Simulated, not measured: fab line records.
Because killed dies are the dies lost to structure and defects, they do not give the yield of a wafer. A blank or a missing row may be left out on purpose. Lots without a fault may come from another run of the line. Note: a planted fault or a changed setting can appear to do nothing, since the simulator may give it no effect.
Chamber matching ; flow nandHarc ; NHARC_A_CHANNEL_FILL_D1_ALD_25 on aldHk-04: 4 sister chambers
The step deposits SiOx, target thk 60 nm, pulse time 10 s, ald cycles 600. 16 wafers are shown with their chamber, then 8 later ones without.

== EACH WAFER AND ITS CHAMBER ==
wafer;chamber;heaterPowerW (W);precursorPulseHeightRel
L078.3;2;431;0.995
L078.5;2;423;0.999
L078.6;3;557;1.029
L082.3;2;420;1.049
L082.4;1;434;0.990
L082.6;2;431;0.974
L086.1;2;428;1.007
L086.3;1;437;1.007
L086.5;3;565;0.987
L089.4;2;425;1.018
L089.3;0;449;0.998
L089.5;2;428;0.999
L090.1;1;428;1.029
L090.2;2;429;0.996
L090.3;3;551;1.015
L094.1;1;438;1.004

SIGNATURES (averages over the wafers above)
reading;chamber 0;chamber 1;chamber 2;chamber 3;scatter within a chamber
heaterPowerW;449.00;434.25;426.88;557.67;4.71
precursorPulseHeightRel;0.99800;1.00750;1.00462;1.01033;0.0204
Rule: for a wafer and a chamber, the distance is found by dividing, reading by reading, the gap between the wafer's reading and the chamber's mean by the reading's scatter, squaring, summing and taking the root. The wafer belongs to the nearest chamber; if the next one is less than 2 further off, it can't be placed. The scatter is the square root of a quotient: the sum, over the shown wafers, of each reading's squared deviation from its chamber's mean, divided by wafers minus chambers.

== WAFERS MISSING THEIR CHAMBER ==
wafer;heaterPowerW (W);precursorPulseHeightRel
L094.3;559;0.996
L094.5;439;1.005
L092.1;554;0.996
L092.2;434;0.981
L092.6;561;0.999
L095.4;451;1.031
L095.2;438;0.995
L095.3;574;1.037

== WHICH CHAMBER EACH WENT THROUGH ==
wafer;from the rows above;in truth
L094.3;3;3
L094.5;can't be placed: 1 or 0 or 2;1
L092.1;3;3
L092.2;can't be placed: 1 or 2 or 0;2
L092.6;3;3
L095.4;0;0
L095.2;can't be placed: 1 or 0 or 2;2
L095.3;3;3
Placed correctly: 5 of 8. Unplaceable from these rows: 3, with the true chamber sitting among the candidates in 3. Wrongly placed: 0.
